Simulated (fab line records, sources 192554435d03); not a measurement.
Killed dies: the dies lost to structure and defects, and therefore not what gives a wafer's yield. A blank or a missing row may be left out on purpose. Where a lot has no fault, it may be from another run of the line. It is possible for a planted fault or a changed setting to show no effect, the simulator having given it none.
fab line records	flow n5Finfet
record: lots: 8	wafers: 23	lastDay: 18
route steps=1938 shown BEOL_M3@969 BEOL_M4@1111 PASSIVATION@1936
lots with no fault: from the same line, run without faults
startH: hours from the record's opening day to when the first of the lot's shown wafers began	waitH: hours elapsed since this lot's preceding step	" unchanged from the row above	L1.1+2: a single row standing in for several wafers	- no value, or no start given	* or withheld: withheld	< > ~ a bound
route shown NAME@n: a module of which the file shows steps, and the number in the route of the first	usual: mean/standard deviation of fault-free wafers	same: alike in all rows	chamber/n: place in a boat	sites: the reading at each site	_std_site: the standard deviation of these	_edge_site: mean of outer sites minus mean of inner sites	radiusMm: how far each site lies from the wafer's centre	mask NAME#n: copy n	behind: tool/chamber where the wafer was last shaped	hold: cause of the lot's hold/its duration in hours/its outcome	device: names the non-switching transistor (n, p or np)	end of line: tests of these same wafers at the route's end	a step with no rows: only its recipe	killed: at the first sort, the dies lost to defects and structure; wafer yield is something else	map: a wafer's dies, marking killed ones x, the rest . and places with no die _
set.NAME: the setting that was run; set.NAME@STEP: the one run at that earlier step	model.NAME: the simulator's own value behind a step, which no gauge read
a sample of lots followed through the steps of the route, with each step as a table and each wafer as a row
services: from which hour (startH, from the record's first day; less than 0 if before it) a tool's chamber was out of use, for how many hours, and why
== steps ==
step: N5_BEOL_M3_DESCUM_33
recipe: chemistry: O2	timeS: 7	sourcePowerW: 50	biasPowerW: 20	pressureMtorr: 20	rfFrequencyHz: 2.712e+07	tempC: 40	resist: CAR-EUV	o2FlowSccm: 225
usual: drypumpMotorCurrentA: 5.7/0.32	o2FlowSccm: 225.0/0.69	oesProductAu: 0.77/0.058	rfVppV: 243.2/1.5	showerheadPlenumPTorr: 2.10/0.071	throttleValvePct: 20.47/0.22
lot.wafer	tool	chamber	startH	waitH	drypumpMotorCurrentA	o2FlowSccm	oesProductAu	rfHoursCounterH	rfVppV	showerheadPlenumPTorr	throttleValvePct
L387.2	rieDiel-03	2	188.05	0.0	5.7	224.0	0.76	150	243.9	2.16	20.64
L387.3	"	3	"	"	5.9	224.9	0.71	218	243.5	2.07	20.60
L387.5	"	1	"	"	5.4	224.9	0.81	-	241.9	2.10	20.15
L390.4	rieDiel-03	1	208.31	0.0	5.3	225.0	0.81	113	243.7	2.10	20.16
L390.5	"	3	"	"	5.9	225.1	0.69	-	242.1	2.07	20.60
L399.1	rieDiel-01	1	250.07	0.0	5.9	224.9	0.71	213	241.2	2.01	20.74
L399.4	"	3	"	"	5.7	224.3	0.74	160	242.0	1.98	20.46
L399.6	"	2	"	"	6.4	225.1	0.71	-	245.8	2.18	20.53
L398.2	rieDiel-03	1	260.07	0.0	5.4	225.9	0.79	129	242.9	2.09	20.17
L398.4	"	3	"	"	5.9	226.1	0.68	240	241.7	2.07	20.62
L398.5	"	1	"	"	5.4	225.4	0.79	-	244.2	2.09	20.17
L401.2	rieDiel-01	1	266.04	0.0	5.9	224.1	0.72	219	240.1	2.00	20.75
L401.3	"	3	"	"	5.7	225.1	0.75	165	241.8	1.98	20.49
L401.6	"	1	"	"	5.9	224.9	0.72	-	242.6	2.00	20.77
L402.1	rieDiel-04	2	283.06	0.0	6.0	226.3	0.67	245	240.4	1.97	20.51
L402.3	"	0	"	"	5.7	225.2	0.77	136	244.2	2.12	20.69
L402.5	"	3	"	"	5.0	224.1	0.75	-	242.4	2.08	19.99
L403.1	rieDiel-01	1	283.23	0.1	5.9	225.8	0.71	224	241.8	2.00	20.77
L403.2	"	3	"	"	5.7	224.5	0.75	170	241.7	1.98	20.50
L403.5	"	2	"	"	6.3	225.1	0.71	-	243.2	2.17	20.55
L404.1	rieDiel-03	0	290.15	0.1	5.7	224.4	0.83	77	245.6	2.19	20.64
L404.2	"	1	"	"	5.4	224.2	0.78	137	242.5	2.09	20.21
L404.4	"	3	"	"	5.9	225.0	0.68	249	241.4	2.06	20.64
step: N5_BEOL_M3_ETCH_77
recipe: chemistry: N2/H2	target: underlayer	targetDepthA: 65	maskMaterial: CAR-EUV	timeS: 5.2	ionEnergyEv: 200	pressureMtorr: 30	sourceW: 840	biasW: 150	n2FlowSccm: 200	h2FlowSccm: 200	ends: cleared
usual: biasW: 149.9/0.44	chamberPressureMTorr: 30.00/0.041	drypumpMotorCurrentA: 5.7/0.32	etchRfOnTimeS: 5.14/0.16	oesProductAu: 0.66/0.048	rfVppV: 524.0/2.8	showerheadPlenumPTorr: 2.55/0.085	throttleValvePct: 17.88/0.25
lot.wafer	tool	chamber	startH	waitH	biasW	chamberPressureMTorr	drypumpMotorCurrentA	etchRfOnTimeS	oesProductAu	rfHoursCounterH	rfVppV	showerheadPlenumPTorr	throttleValvePct
L387.2	rieDiel-03	2	188.09	0.0	149.9	29.99	5.6	5.00	0.66	150	526.8	2.64	18.06
L387.3	"	3	"	"	149.2	29.91	5.9	4.95	0.62	218	524.1	2.52	18.08
L387.5	"	1	"	"	150.0	29.97	5.4	5.11	0.69	-	525.8	2.55	17.56
L390.4	rieDiel-03	1	208.34	0.0	150.4	30.01	5.4	5.21	0.69	113	523.7	2.54	17.58
L390.5	"	3	"	"	150.1	29.98	5.9	5.05	0.61	-	521.4	2.52	18.09
L399.1	rieDiel-01	1	250.10	0.0	-	-	-	-	-	-	-	-	-
L399.4	"	3	"	"	-	-	-	-	-	-	-	-	-
L399.6	"	2	"	"	-	-	-	-	-	-	-	-	-
L398.2	rieDiel-03	1	260.10	0.0	-	-	-	-	-	-	-	-	-
L398.4	"	3	"	"	-	-	-	-	-	-	-	-	-
L398.5	"	1	"	"	-	-	-	-	-	-	-	-	-
L401.2	rieDiel-01	1	266.08	0.0	150.1	30.03	5.9	4.99	0.61	219	519.7	2.43	18.28
L401.3	"	3	"	"	150.0	30.09	5.7	5.35	0.63	165	520.0	2.43	18.05
L401.6	"	1	"	"	150.2	30.03	5.9	5.00	0.61	-	519.4	2.43	18.30
L402.1	rieDiel-04	2	283.09	0.0	150.2	29.99	6.0	5.26	0.58	245	521.2	2.41	18.13
L402.3	"	0	"	"	150.0	29.98	5.8	5.22	0.65	136	522.5	2.52	17.74
L402.5	"	3	"	"	149.9	29.99	5.0	5.24	0.64	-	523.4	2.55	17.57
L403.1	rieDiel-01	1	283.26	0.0	151.0	30.01	5.9	4.99	0.60	224	519.7	2.43	18.30
L403.2	"	3	"	"	150.0	30.00	5.7	5.22	0.63	170	520.7	2.43	18.03
L403.5	"	2	"	"	149.2	30.01	6.3	4.83	0.64	-	527.0	2.62	17.89
L404.1	rieDiel-03	0	290.18	0.0	150.4	30.05	5.8	5.22	0.70	77	529.2	2.68	18.09
L404.2	"	1	"	"	149.9	29.95	5.4	5.19	0.67	137	524.9	2.53	17.64
L404.4	"	3	"	"	150.5	29.97	5.9	5.10	0.60	249	524.0	2.51	18.15
step: N5_BEOL_M3_STRIP_36
recipe: chemistry: N2/H2	powerW: 450	tempC: 40	pressureMtorr: 20	rfFrequencyHz: 6e+07	overashFraction: 0.3	biasPowerW: 7	h2Frac: 0.5	n2FlowSccm: 200	h2FlowSccm: 200
usual: drypumpMotorCurrentA: 5.8/0.33	oesProductAu: 0.77/0.053	rfVppV: 59.1/1.4	showerheadPlenumPTorr: 2.52/0.082	throttleValvePct: 23.6/0.35
lot.wafer	tool	chamber	startH	waitH	drypumpMotorCurrentA	oesProductAu	rfHoursCounterH	rfVppV	showerheadPlenumPTorr	throttleValvePct
L387.2	rieDiel-01	0	193.79	0.0	5.8	0.81	54	63.3	2.59	23.4
L387.3	"	1	"	"	5.9	0.73	196	61.0	2.44	24.2
L387.5	"	2	"	"	6.3	0.74	-	59.3	2.62	23.7
L390.4	rieDiel-01	3	213.60	0.0	5.7	0.75	149	60.3	2.43	23.8
L390.5	"	1	"	"	5.9	0.73	-	58.1	2.44	24.3
L399.1	rieDiel-01	2	258.29	0.0	6.4	0.71	199	59.0	2.62	23.7
L399.4	"	1	"	"	5.9	0.72	216	57.4	2.43	24.3
L399.6	"	0	"	"	5.8	0.80	-	61.8	2.58	23.4
L398.2	rieDiel-01	0	266.46	0.0	5.7	0.80	77	59.5	2.58	23.4
L398.4	"	1	"	"	5.9	0.71	219	58.9	2.43	24.3
L398.5	"	1	"	"	5.9	0.70	-	60.2	2.43	24.3
L401.2	rieDiel-04	1	269.48	0.0	5.7	0.84	88	59.4	2.45	23.2
L401.3	"	0	"	"	5.7	0.77	131	60.1	2.52	23.4
L401.6	"	2	"	"	6.0	0.68	-	56.3	2.41	23.8
L402.1	rieDiel-01	3	296.96	0.0	5.7	0.74	173	59.5	2.42	23.9
L402.3	"	0	"	"	5.8	0.80	85	58.9	2.58	23.4
L402.5	"	0	"	"	5.8	0.78	-	58.7	2.57	23.4
L403.1	rieDiel-03	1	297.02	0.0	5.3	0.79	140	58.2	2.53	23.3
L403.2	"	2	"	"	5.7	0.72	183	59.0	2.62	23.8
L403.5	"	1	"	"	5.4	0.78	-	57.3	2.53	23.3
L404.1	rieDiel-01	2	300.26	0.0	6.4	0.70	211	59.3	2.61	23.7
L404.2	"	3	"	"	5.7	0.74	174	59.6	2.42	23.9
L404.4	"	1	"	"	5.9	0.69	228	60.2	2.42	24.3
step: N5_BEOL_M3_TRENCH_ETCH_37
recipe: chemistry: C4F6/O2	targetDepthA: 555.55	target: SiOC	timeS: 29.2	ionEnergyEv: 250	pressureMtorr: 30	sourceW: 355	biasW: 185	Ar_flow_sccm: 300	C4F6_flow_sccm: 10	O2_flow_sccm: 10
usual: C4F6_flow_sccm: 10.00/0.031	O2_flow_sccm: 10.00/0.031	biasW: 185.0/0.58	drypumpMotorCurrentA: 5.8/0.33	oesProductAu: 0.77/0.053	rfVppV: 672/20	showerheadPlenumPTorr: 2.84/0.099	throttleValvePct: 20.89/0.27
lot.wafer	tool	chamber	startH	waitH	C4F6_flow_sccm	O2_flow_sccm	biasW	drypumpMotorCurrentA	oesProductAu	rfHoursCounterH	rfVppV	showerheadPlenumPTorr	throttleValvePct
L387.2	rieDiel-01	0	-	-	9.98	9.96	184.6	5.8	0.83	54	700	2.90	20.63
L387.3	"	1	"	"	10.01	10.04	184.3	5.9	0.74	196	678	2.73	21.10
L387.5	"	2	"	"	10.02	10.04	185.5	6.3	0.74	-	665	2.97	20.97
L390.4	rieDiel-01	3	-	-	9.95	9.97	184.3	5.7	0.74	149	652	2.74	21.05
L390.5	"	1	"	"	9.96	10.01	185.4	5.9	0.74	-	676	2.73	21.09
L399.1	rieDiel-01	2	-	-	9.96	9.93	185.7	6.4	0.73	199	666	2.96	21.00
L399.4	"	1	"	"	9.98	9.98	185.5	5.9	0.73	216	675	2.72	21.13
L399.6	"	0	"	"	10.00	10.07	185.7	5.8	0.81	-	699	2.90	20.65
L398.2	rieDiel-01	0	-	-	9.99	10.02	184.9	5.8	0.80	77	699	2.89	20.66
L398.4	"	1	"	"	9.98	9.96	184.2	5.9	0.72	219	677	2.72	21.13
L398.5	"	1	"	"	9.97	9.97	185.1	5.9	0.71	-	675	2.72	21.12
L401.2	rieDiel-04	1	-	-	9.97	10.00	184.4	5.7	0.85	88	674	2.76	20.64
L401.3	"	0	"	"	10.00	10.04	185.6	5.7	0.76	131	635	2.83	20.79
L401.6	"	2	"	"	10.01	10.02	185.5	6.0	0.69	-	655	2.68	20.89
L402.1	rieDiel-01	3	-	-	10.01	10.04	185.5	5.7	0.73	173	652	2.73	21.09
L402.3	"	0	"	"	10.04	10.00	184.4	5.8	0.80	85	698	2.89	20.68
L402.5	"	0	"	"	10.03	10.05	184.4	5.8	0.79	-	700	2.89	20.68
L403.1	rieDiel-03	1	-	-	10.03	9.99	185.6	5.4	0.77	140	672	2.89	20.91
L403.2	"	2	"	"	10.04	9.97	184.9	5.7	0.73	183	690	2.98	21.44
L403.5	"	1	"	"	10.05	10.02	184.7	5.4	0.77	-	670	2.89	20.92
L404.1	rieDiel-01	2	-	-	9.97	10.00	185.1	6.4	0.72	211	665	2.95	21.02
L404.2	"	3	"	"	10.03	9.95	185.5	5.7	0.73	174	652	2.73	21.08
L404.4	"	1	"	"	9.99	9.98	186.0	5.9	0.71	228	675	2.72	21.14
step: N5_BEOL_M4_RC_MEAS_101
usual: DIBL_N: 37.1/2.4	DIBL_P: 37/3	IOFF_N: 0.18/0.053	IOFF_P: 0.21/0.05	ION_N: 674/14	ION_P: 459/9.2	SS_N: 72.1/0.9	SS_P: 73.4/0.89	VT_N: 250/3.8	VT_P: -251/3.7
lot.wafer	tool	chamber	startH	waitH	DIBL_N[mV/V]	DIBL_P[mV/V]	IOFF_N[nA/um]	IOFF_P[nA/um]	ION_N[uA/um]	ION_P[uA/um]	SS_N[mV/dec]	SS_P[mV/dec]	VT_N[mV]	VT_P[mV]
L387.2	prober-01	0	210.38	0.2	37.7	40	0.19	0.22	671	459	72.5	74.4	250	-251
L387.3	"	0	"	"	34.9	36	0.13	0.18	657	450	71.4	73.3	253	-253
L387.5	"	0	"	"	36.0	36	0.16	0.18	679	457	72.1	72.9	250	-254
L390.4	prober-01	0	230.08	0.5	39.7	37	0.20	0.19	670	449	73.0	74.5	251	-256
L390.5	"	0	"	"	34.1	32	0.10	0.13	651	446	71.8	72.7	259	-258
L399.1	prober-01	0	280.56	0.0	40.9	42	0.28	0.33	695	474	72.6	74.0	242	-243
L399.4	"	0	"	"	36.4	37	0.15	0.21	671	462	72.2	72.9	250	-249
L399.6	"	0	"	"	41.2	43	0.27	0.33	688	469	73.1	74.9	245	-244
L398.2	prober-02	0	282.61	0.2	32.8	32	0.11	0.16	661	456	70.1	71.6	256	-254
L398.4	"	0	"	"	36.2	36	0.17	0.23	673	466	71.6	73.3	248	-248
L398.5	"	0	"	"	34.8	32	0.13	0.18	665	460	71.4	72.0	254	-251
L401.2	prober-02	0	288.24	0.2	41.6	41	0.28	0.27	683	463	73.6	75.0	243	-248
L401.3	"	0	"	"	35.2	35	0.14	0.17	651	446	71.9	72.9	255	-255
L401.6	"	0	"	"	39.3	38	0.24	0.23	682	461	73.2	74.9	247	-251
L402.1	prober-02	0	309.30	0.0	32.5	33	0.12	0.14	665	453	71.2	72.1	252	-255
L402.3	"	0	"	"	36.1	37	0.17	0.18	690	459	71.7	72.8	249	-255
L402.5	"	0	"	"	37.3	39	0.21	0.22	697	464	72.5	74.6	244	-252
L403.1	prober-01	0	309.62	0.0	36.6	37	0.17	0.18	682	459	72.2	72.7	251	-256
L403.2	"	0	"	"	34.7	35	0.14	0.16	665	446	71.2	73.3	251	-255
L403.5	"	0	"	"	34.5	35	0.14	0.16	670	458	70.7	73.3	252	-258
L404.1	prober-01	0	312.45	0.0	34.9	35	0.13	0.16	662	456	71.0	73.0	254	-253
L404.2	"	0	"	"	37.6	38	0.16	0.19	662	448	71.7	73.5	254	-253
L404.4	"	0	"	"	37.8	39	0.19	0.22	681	460	71.8	73.7	249	-252
step: N5_PASSIVATION_PROBE_49
usual: defectLimitedYield: 91.6/1.4	killed_at_M0_to_M3: 32/9.5	killed_at_M4_up: 13/6	killedAtContacts: 12/5.6	killedAtFrontEnd: 39/11	killedAtOther: 2.8/2.3	killedDies: 99/16	killedOpen: 65/12	killedShort: 32/7.6	sort_bin_4_leakage: 0.1/0.88	sort_bin_5_function: 4.8/0.88	sort_bin_6_memory: 3.2/0.65	sortNPass: 1077/29	sortYieldPct: 91.2/2.5
same: grossDies: 1180	killedAtBackSide: 0	sort_bin_8_speed[%]: 0
lot.wafer	tool	chamber	startH	waitH	defectLimitedYield[%]	killed_at_M0_to_M3	killed_at_M4_up	killedAtContacts	killedAtFrontEnd	killedAtOther	killedDies	killedOpen	killedShort	sort_bin_4_leakage[%]	sort_bin_5_function[%]	sort_bin_6_memory[%]	sortNPass	sortYieldPct[%]
L399.6	prober-02	-	395.76	0.3	88.2	37	24	8	68	2	139	98	26	0	6.3	4.3	1041	88.2
killed by level:class
L399.6 STI_FIN_REVEAL:geometricParticle:open=19 DUMMY_GATE:geometricParticle:open=15 BEOL_M4:geometricParticle:open=14 BEOL_M0_SAQP:geometricParticle:open=12 HKMG_FIN:areaEtch=12 MOL_CONTACT_COAG:geometricParticle:open=8 BEOL_M1:geometricParticle:open=8 FIN_SAQP:geometricParticle:open=5
== services ==
tool	chamber	startH	hours	kind
rieDiel-01	-	207.15	2.3	repair
rieDiel-01	-	229.78	2.5	repair
rieDiel-03	-	262.64	0.5	repair
rieDiel-04	0	289.58	7.4	repair
rieDiel-03	3	292.15	-	clean
rieDiel-03	3	292.15	-	consumableReplace:focusRing
rieDiel-03	3	292.15	28.0	scheduledDown
rieDiel-03	3	292.15	28.0	ventCycle
== key ==
firstSign: step: N5_BEOL_M3_ETCH_77	reading: toolRecord	direction: missing
effect none on later readings
metAt N5_BEOL_M3_ETCH_77
struckLots L398,L399
baselineLoss: step: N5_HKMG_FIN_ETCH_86	wafers: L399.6
notActingAt N5_BEOL_M3_DESCUM_33,N5_BEOL_M3_STRIP_36,N5_BEOL_M3_TRENCH_ETCH_37
onsetBetween 208.34 250.10
fault: kind: skippedStepWhole	tool: rieDiel-01,rieDiel-03	chamber: -	onsetH: 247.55	steps: N5_BEOL_M3_ETCH_77	scope: struckLotsOnly
baselineLoss: these wafers lose ten dies or more at that step, a loss of the line's own and not of a fault; the sort's usual values leave them out
